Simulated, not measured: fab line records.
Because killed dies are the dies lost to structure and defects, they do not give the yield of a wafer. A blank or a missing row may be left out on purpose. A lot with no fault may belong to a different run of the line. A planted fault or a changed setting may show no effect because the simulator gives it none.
The tool behind it: which one? | flow nand-harc | Sampling: 14 lots, 42 wafers, 4 of 1159 route steps

== WHAT THE GAUGES READ, wafer by wafer ==
NHARC_P_BONDPAD_CD_MEAS_09: the cd target is 500 nm.
lot  | measured     | on        | cd-nm (nm)
L879 | day 6 04:22  | cd-sem-02 | 498.9 500.7 500.1
L880 | day 6 20:04  | cd-sem-03 | 501.0 499.8 500.9
L881 | day 6 23:41  | cd-sem-02 | 500.8 501.5 501.3
L882 | day 7 04:04  | cd-sem-03 | 502.1 502.0 503.1
L884 | day 7 07:22  | cd-sem-03 | 498.9 500.8 500.6
L883 | day 7 11:11  | cd-sem-02 | 501.2 500.9 500.9
L886 | day 8 05:27  | cd-sem-03 | 501.0 500.0 498.8
L888 | day 8 19:13  | cd-sem-02 | 497.7 498.3 499.8
L889 | day 8 22:49  | cd-sem-02 | - - -
L890 | day 9 06:26  | cd-sem-03 | - - -
L893 | day 9 16:19  | cd-sem-01 | 498.1 499.7 499.5
L900 | day 11 11:43 | cd-sem-02 | 500.9 501.8 501.3
L899 | day 11 12:41 | cd-sem-01 | 499.7 499.4 499.5
L898 | day 11 18:44 | cd-sem-02 | 499.6 499.1 499.6

NHARC_P_BONDPAD_CD_MEAS_13.
lot  | measured     | on        | cd-nm (nm)
L879 | day 6 04:54  | cd-sem-03 | 497.9 499.0 499.2
L880 | day 6 21:01  | cd-sem-01 | 500.8 499.8 500.3
L881 | day 7 00:13  | cd-sem-02 | 499.9 500.0 501.6
L882 | day 7 04:36  | cd-sem-01 | 502.1 501.1 503.1
L884 | day 7 08:07  | cd-sem-02 | 498.7 501.2 500.1
L883 | day 7 11:45  | cd-sem-01 | 500.2 501.0 500.8
L886 | day 8 05:58  | cd-sem-03 | 500.5 499.6 499.3
L888 | day 8 19:48  | cd-sem-02 | 497.0 497.0 499.3
L889 | day 8 23:20  | cd-sem-03 | - - -
L890 | day 9 06:58  | cd-sem-03 | - - -
L893 | day 9 16:50  | cd-sem-01 | 497.7 499.7 499.3
L900 | day 11 12:17 | cd-sem-01 | 500.7 500.5 499.6
L899 | day 11 13:15 | cd-sem-01 | 497.8 498.5 497.6
L898 | day 11 19:18 | cd-sem-02 | 498.8 498.5 498.6

== TOOL THAT RAN EACH LOT (tool first, then ch and the chambers of the sampled wafers, then the start) ==
lot  | NHARC_P_M2_CMP_23             | NHARC_P_BONDPAD_EXPOSE_06
L879 | cmp-04 ch 0,1,2, day 6 02:01  | krf-scanner-03 ch 0, day 6 04:14
L880 | cmp-04 ch 1,3, day 6 17:55    | krf-scanner-02 ch 0, day 6 19:55
L881 | cmp-04 ch 0,1,2, day 6 21:26  | krf-scanner-03 ch 0, day 6 23:32
L882 | cmp-01 ch 0,3, day 7 01:37    | krf-scanner-02 ch 0, day 7 03:55
L884 | cmp-01 ch 0,1,2, day 7 05:00  | krf-scanner-03 ch 0, day 7 07:13
L883 | cmp-01 ch 0,1,3, day 7 08:56  | krf-scanner-04 ch 0, day 7 11:02
L886 | cmp-04 ch 1,2,3, day 8 03:11  | krf-scanner-03 ch 0, day 8 05:18
L888 | cmp-04 ch 1,2,3, day 8 16:56  | krf-scanner-02 ch 0, day 8 19:04
L889 | cmp-01 ch 1,2,3, day 8 20:44  | krf-scanner-02, day 8 22:40
L890 | cmp-01 ch 0,1,3, day 9 04:17  | krf-scanner-02, day 9 06:17
L893 | cmp-04 ch 0,1,2, day 9 14:07  | krf-scanner-03 ch 0, day 9 16:09
L900 | cmp-03 ch 0,2,3, day 11 09:15 | krf-scanner-04 ch 0, day 11 11:34
L899 | cmp-03 ch 1,2,3, day 11 10:26 | krf-scanner-03 ch 0, day 11 12:32
L898 | cmp-01 ch 0,1,2, day 11 16:37 | krf-scanner-03 ch 0, day 11 18:35
- NHARC_P_M2_CMP_23: polishes, t overpolish 20 s, target thk 144.3 nm.
- NHARC_P_BONDPAD_EXPOSE_06: exposes mask P BPAD.

== WHAT THE TOOLS THEMSELVES READ (means of the sampled wafers that have a number; where no wafer has one, the mark that the record gives instead) ==
NHARC_P_M2_CMP_23.
lot  | tool   | motor-current-A (A) | retaining-ring-pressure-frac | time-to-endpoint-s (s)
L879 | cmp-04 | 11.5                | 1.003                        | 24.8
L880 | cmp-04 | 10.6                | 1.000                        | 24.7
L881 | cmp-04 | 11.7                | 0.994                        | 26.7
L882 | cmp-01 | 12.5                | 0.997                        | 27.7
L884 | cmp-01 | 12.5                | 1.006                        | 28.9
L883 | cmp-01 | 12.3                | 1.005                        | 26.3
L886 | cmp-04 | 11.9                | 0.996                        | 27.5
L888 | cmp-04 | 12.0                | 0.998                        | 28.2
L889 | cmp-01 | 11.3                | 1.003                        | 32.4
L890 | cmp-01 | 12.3                | 1.001                        | 30.1
L893 | cmp-04 | 11.6                | 1.000                        | 27.4
L900 | cmp-03 | 13.3                | 0.999                        | 29.4
L899 | cmp-03 | 11.8                | 1.000                        | 31.3
L898 | cmp-01 | 12.2                | 0.998                        | 30.0

NHARC_P_BONDPAD_EXPOSE_06.
lot  | tool           | exposure-dose-mJ-cm2 | focus-offset-nm (nm)
L879 | krf-scanner-03 | 37.08                | 0.4
L880 | krf-scanner-02 | 37.08                | -0.2
L881 | krf-scanner-03 | 37.07                | 0.2
L882 | krf-scanner-02 | 37.07                | -0.2
L884 | krf-scanner-03 | 37.06                | 0.0
L883 | krf-scanner-04 | 37.04                | -0.3
L886 | krf-scanner-03 | 37.04                | -0.6
L888 | krf-scanner-02 | 37.04                | 0.2
L889 | krf-scanner-02 | -                    | -
L890 | krf-scanner-02 | -                    | -
L893 | krf-scanner-03 | 37.01                | 0.2
L900 | krf-scanner-04 | 37.01                | 0.0
L899 | krf-scanner-03 | 37.02                | -0.3
L898 | krf-scanner-03 | 37.06                | -0.0

== THE ANSWER, worked out from the rows above alone ==
Rule: what is usual is taken from the lots themselves. Put in order of their means at a reading, lots are off if they are a third of the lots or fewer, leave a main group of 4 or more, and stand apart from it by a gap of 3 or more times the standard deviation of the main group's means; of several such gaps the widest counts. A main group is skipped when, at the precision printed for the reading in the tables above, its means are all equal. A lot without any number at a reading at which 4 lots or more have one is off too. The other lots that the step has rows for count as sound. Order of review: gauges by route order, followed by the tools' own readings, for which a lot's mean as printed above is used. The first step at which some lot is off is used, and at that step the reading that is off furthest; a lot without a number counts as furthest.
Off, at NHARC_P_BONDPAD_CD_MEAS_09 on cd-nm: L889, L890. Without a number there: L889, L890. Mean 500.3 nm and standard deviation 1 in the main group.
If a tool, at a process step before that reading, ran all the lots that are off and no sound lot after the first of them, it fits. The gauges at NHARC_P_BONDPAD_CD_MEAS_09 aren't tried: what is off there is off at NHARC_P_BONDPAD_EXPOSE_06 too, on other tools, and a gauge's error can't cause that. One fits: krf-scanner-02 at NHARC_P_BONDPAD_EXPOSE_06. Its last sound lot is L888 (day 8 19:04), its first lot that is off L889 (day 8 22:40): a fault that began between those two fits.
Blank at NHARC_P_BONDPAD_EXPOSE_06 on the lots that are off, where sound lots have numbers: exposure-dose-mJ-cm2, focus-offset-nm.

== WHAT THE SIMULATOR HAD INSERTED ==
Step skipped in full: krf-scanner-02, at NHARC_P_BONDPAD_EXPOSE_06, from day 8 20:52 onward. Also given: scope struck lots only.
Struck lots among those shown: L889, L890. This agrees with what the rule above found.
